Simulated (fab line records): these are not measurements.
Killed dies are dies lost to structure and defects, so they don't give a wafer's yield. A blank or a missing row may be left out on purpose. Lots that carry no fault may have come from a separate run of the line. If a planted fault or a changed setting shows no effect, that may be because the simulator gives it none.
A lot that was struck, set against a sound lot | flow n5-finfet | 36 steps out of a route of 1938
Sound: wafers L740.1, L740.3, L740.6. Struck: wafers L742.5, L742.6. (L742.1 of the same lot was not struck and is left out.) The cause comes at the end.
For every step that has rows: the tool of each side, followed by ch and its chambers, followed by its first start. Under that, the readings that differ: sound wafers | struck wafers | difference of the means | sigmas: that difference in standard deviations of wafers without a fault.
alike: words and numbers the same on both sides, and readings whose means are apart by under 2 such deviations; not compared: readings that were withheld, readings missing a value for some wafer, numbers with overlapping values and no deviation given by the record, and bounds like >300 which may hide the same value.
A row with sigmas, a row that says differs or no value, or rows on one side alone: a step with any of these is where the two part. Numbers that don't overlap but have no deviation are shown without sigmas and don't part them. A reading missing from all wafers of one side parts the sides only when that side holds two or more wafers.

first, 9 steps without rows for these wafers: N5_PMOS_HMC_CHANNEL_EPI_EPI_26 (deposits Si from SiH4/H2, target thk 3.8 nm, time 22.7 s); N5_FIN_SAQP_PRECLEAN_42 (cleans in O3/DIW, time 60 s); N5_FIN_SAQP_PRECLEAN_00 (cleans in SC1, time 60 s); N5_FIN_SAQP_PRECLEAN_44 (cleans in SC2, time 45 s); N5_FIN_SAQP_SRD_01 (time 30 s); N5_FIN_SAQP_ALD_61 (deposits SiO2, target thk 4 nm, pulse time 1 s, purge time 2 s); N5_FIN_SAQP_DENSIFY_62 (time 60 s); N5_FIN_SAQP_HM_DEP_03 (deposits SiNx from SiH4/NH3/N2, target thk 38 nm, time 33.6 s); N5_FIN_SAQP_PECVD_47 (deposits a-Si from SiH4/He, target thk 45 nm, time 36.3 s).
N5_FIN_SAQP_PECVD_48: deposits SiNx from SiH4/NH3/N2, target thk 25 nm, time 22.1 s.
  sound on pecvd-02 ch 0,1, day 4 09:35; struck on pecvd-04 ch 0,2, day 4 21:25
  reading                                     | sound            | struck      | difference | sigmas
  model.SiNx_of_FIN_SAQP_PECVD_48.thk-nm (nm) | 24.92 24.93 25.2 | 39.79 39.74 | +14.75     |
  alike: heater-power-w, showerhead-plenum-p-Torr, throttle-valve-pct
then, 16 steps without rows for these wafers: N5_FIN_SAQP_PECVD_06 (deposits a-Si from SiH4/He, target thk 60 nm, time 48.1 s); N5_FIN_SAQP_HM_DEP_72 (deposits SiO2 from SiH4/N2O, target thk 12 nm, time 7.2 s); N5_FIN_SAQP_COAT_49 (time 60 s, resist thk 100 nm); N5_FIN_SAQP_COAT_50 (time 60 s, resist thk 35 nm); N5_FIN_SAQP_COAT_10 (resist thk 90 nm); N5_FIN_SAQP_EBR_12; N5_FIN_SAQP_SOFTBAKE_11 (time 60 s); N5_FIN_SAQP_EXPOSE_13 (exposes mask FIN CORE, target cd 35.6 nm); N5_FIN_SAQP_PEB_14 (peb time 60 s); N5_FIN_SAQP_DEVELOP_15 (develop time 30 s); N5_FIN_SAQP_DESCUM_21 (chemistry O2, time 7.9 s); N5_FIN_SAQP_ETCH_51 (etches SiARC in CF4, target depth 45.5 nm, time 75.8 s); N5_FIN_SAQP_ETCH_52 (etches SOC in N2/H2, target depth 100 nm, overetch 20 nm, time 150 s); N5_FIN_SAQP_STRIP_53 (strips in N2/H2); N5_FIN_SAQP_HM_OPEN_73 (chemistry CHF3/O2, target SiO2, stops on a-Si, target depth 12 nm, time 16.8 s); N5_FIN_SAQP_STRIP_74 (strips in CHF3/O2).
N5_FIN_SAQP_MANDREL_ETCH_22: etches a-Si in HBr/Cl2, stops on SiNx, target depth 60 nm, bt time 10 s, time 30 s.
  sound on rie-si-04 ch 2,3, day 4 10:35; struck on rie-si-02 ch 0,3, day 4 22:17
  reading                                     | sound            | struck      | difference | sigmas
  model.SiNx_of_FIN_SAQP_PECVD_48.thk-nm (nm) | 24.92 24.93 25.2 | 39.79 39.61 | +14.68     |
  alike: HBr_flow_sccm, drypump-motor-current-A, mfc-cl2-sccm, oes-product-au, throttle-valve-pct
  not compared: rf-hours-counter-h
then, 7 steps without rows for these wafers: N5_FIN_SAQP_STRIP_55 (strips in N2/H2); N5_FIN_SAQP_STRIP_23 (strips in SPM, time 750 s); N5_FIN_SAQP_SRD_66 (time 30 s); N5_FIN_SAQP_RECESS_75 (chemistry HF/NH3, target SiO2, target depth 14.4 nm, afs cycles 3, sublimation time 60 s); N5_FIN_SAQP_SPACER1_ALD_24 (deposits SiO2, target thk 20.3 nm, pulse time 1 s, purge time 2 s); N5_FIN_SAQP_SPACER1_ETCHBACK_25 (etches SiO2 in CHF3/O2, target depth 24.4 nm, time 12.2 s); N5_FIN_SAQP_MANDREL1_REMOVE_56 (chemistry HBr/Cl2/O2, target a-Si, stops on SiNx, bt time 10 s).
N5_FIN_SAQP_ETCH_57: etches SiNx in CH3F/O2, target depth 32.5 nm, time 46.4 s.
  sound on rie-diel-01 ch 0,1,2, day 4 12:21; struck on rie-diel-04 ch 0,3, day 5 00:43
  reading                  | sound            | struck      | difference | sigmas
  etch-rf-on-time-s (s)    | 46.3 45.9 46.8   | 75.3 74.8   | +28.7      | +35
  model.etch.depth-nm (nm) | 24.92 24.93 25.2 | 39.79 39.61 | +14.68     |
  alike: drypump-motor-current-A, mfc-ar-sccm, oes_ar_750_au, oes-product-au, rf-vpp-V, showerhead-plenum-p-Torr, throttle-valve-pct
  not compared: rf-hours-counter-h
-- here the record skips 8 days between the struck wafers' starts before and after, leaving off in module FIN_SAQP and picking up in module BEOL_M4 (first step shown: number 1111 of the route) --
N5_BEOL_M4_RC_MEAS_101:
  sound on prober-01 ch 0, day 12 19:11; struck on prober-02 ch 0, day 13 02:02
  alike: DIBL_N, DIBL_P, IOFF_N, IOFF_P, ION_N, ION_P, SS_N, SS_P, VT_N, VT_P

== WHERE THEY PART ==
Only at N5_FIN_SAQP_ETCH_57, as far as this record shows. Later steps at which nothing parts them and some readings are alike: N5_BEOL_M4_RC_MEAS_101.

WHY: the cause the simulator had injected
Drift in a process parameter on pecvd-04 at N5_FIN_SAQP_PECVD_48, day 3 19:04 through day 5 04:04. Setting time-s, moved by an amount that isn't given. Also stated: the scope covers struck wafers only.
